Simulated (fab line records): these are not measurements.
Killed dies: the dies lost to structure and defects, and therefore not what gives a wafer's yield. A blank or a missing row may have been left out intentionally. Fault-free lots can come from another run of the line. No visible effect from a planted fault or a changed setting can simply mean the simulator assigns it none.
Which of the tools did it? | flow n5-finfet | Sampling: 24 lots, 72 wafers, 2 of 1938 route steps

## WHAT THE GAUGES READ, wafer by wafer
N5_WELL_APT_OVL_MEAS_26. Usual: PWELL_OVL 0 nm, standard deviation 5.1.
lot  | measured    | on         | PWELL_OVL (nm) | flag
L074 | day 1 14:52 | overlay-02 | 2 2 2          |
L075 | day 1 20:58 | overlay-02 | 0 -1 -2        |
L076 | day 2 03:44 | overlay-01 | 0 2 4          |
L077 | day 2 09:16 | overlay-02 | -4 -1 3        |
L078 | day 2 15:27 | overlay-01 | 3 4 3          |
L079 | day 2 21:08 | overlay-01 | 5 -5 1         |
L080 | day 3 04:03 | overlay-02 | -3 -2 1        |
L081 | day 3 09:55 | overlay-01 | -5 -8 -7       |
L082 | day 3 15:16 | overlay-01 | -1 -3 10       |
L083 | day 3 21:05 | overlay-02 | 6 -2 3         |
L084 | day 4 03:16 | overlay-02 | 1 0 2          |
L085 | day 4 09:36 | overlay-02 | 0 2 0          |
L086 | day 4 15:05 | overlay-01 | 7 9 8          |
L087 | day 4 20:59 | overlay-01 | 0 8 0          |
L088 | day 5 03:56 | overlay-01 | 4 -7 -8        |
L089 | day 5 08:58 | overlay-01 | -3 -14 -9      |
L090 | day 5 15:08 | overlay-02 | 8 6 7          |
L091 | day 5 21:05 | overlay-01 | 1 3 11         |
L092 | day 6 02:51 | overlay-01 | 1 0 1          |
L093 | day 6 08:59 | overlay-02 | 1 5 1          |
L094 | day 6 14:47 | overlay-02 | -6 -6 -5       |
L095 | day 6 21:01 | overlay-02 | 6 0 5          |
L096 | day 7 02:45 | overlay-02 | -6 -8 -7       |
L097 | day 7 10:22 | overlay-02 | -6 -1 0        |

N5_PMOS_HMC_CHANNEL_EPI_CD_MEAS_09: target cd 237.4 nm. Usual: cd-nm 237.2 nm, standard deviation 1.1.
lot  | measured    | on        | cd-nm (nm)        | flag
L074 | day 1 17:46 | cd-sem-03 | 237.6 236.7 238.1 |
L075 | day 1 23:08 | cd-sem-01 | 237.5 237.0 237.4 |
L076 | day 2 06:07 | cd-sem-01 | 238.1 238.5 237.6 |
L077 | day 2 11:18 | cd-sem-03 | 237.5 237.2 238.3 |
L078 | day 2 18:23 | cd-sem-03 | 239.3 239.4 239.5 |
L079 | day 2 23:20 | cd-sem-03 | 237.8 238.2 237.9 |
L080 | day 3 06:29 | cd-sem-02 | 237.2 236.9 237.0 |
L081 | day 3 12:09 | cd-sem-03 | 236.9 236.8 237.5 |
L082 | day 3 18:43 | cd-sem-03 | 236.3 236.0 236.4 |
L083 | day 3 23:27 | cd-sem-02 | 238.7 238.7 238.3 |
L084 | day 4 05:36 | cd-sem-02 | 237.8 237.3 237.0 |
L085 | day 4 11:55 | cd-sem-02 | 237.3 235.9 235.1 |
L086 | day 4 17:28 | cd-sem-01 | 236.0 235.5 238.3 |
L087 | day 4 23:34 | cd-sem-01 | 237.9 238.6 236.5 |
L088 | day 5 06:22 | cd-sem-02 | 237.8 236.2 238.3 |
L089 | day 5 11:11 | cd-sem-02 | 235.4 237.0 235.8 |
L090 | day 5 17:43 | cd-sem-02 | 237.3 237.6 236.7 |
L091 | day 5 23:25 | cd-sem-03 | 236.7 235.8 236.5 |
L092 | day 6 05:10 | cd-sem-02 | 235.8 235.9 235.1 |
L093 | day 6 11:32 | cd-sem-01 | 236.9 236.4 236.9 |
L094 | day 6 16:57 | cd-sem-03 | 238.6 237.1 238.7 |
L095 | day 6 23:22 | cd-sem-01 | 237.2 236.5 236.6 |
L096 | day 7 05:11 | cd-sem-01 | 235.7 236.4 235.8 |
L097 | day 7 12:31 | cd-sem-01 | 236.5 237.7 237.1 |

## WHICH TOOL RAN EACH LOT (tool, then ch and the chambers of the sampled wafers, then the start)
Before these readings, the record contains no process step.

## WHAT THE TOOLS THEMSELVES READ (means of the sampled wafers that have a number; where no wafer has one, the mark that the record gives instead)
The record holds no such reading with a usual standard deviation.

## THE ANSWER, worked out from the rows above alone
Rule: a lot is off if the mean of its wafers that have a number lies more than 3 standard deviations from the usual mean. A lot without any number at a reading at which 4 lots or more have one is off too. Any other lot the step has rows for is counted as sound. First the gauges in route order, then the tools' own readings, where a lot's mean is used as printed above. The first step at which some lot is off is used, and at that step the reading that is off furthest; a lot without a number counts as furthest.
No lot is off at any reading shown: from this, nothing can be told.

## WHAT WAS PUT IN BY THE SIMULATOR
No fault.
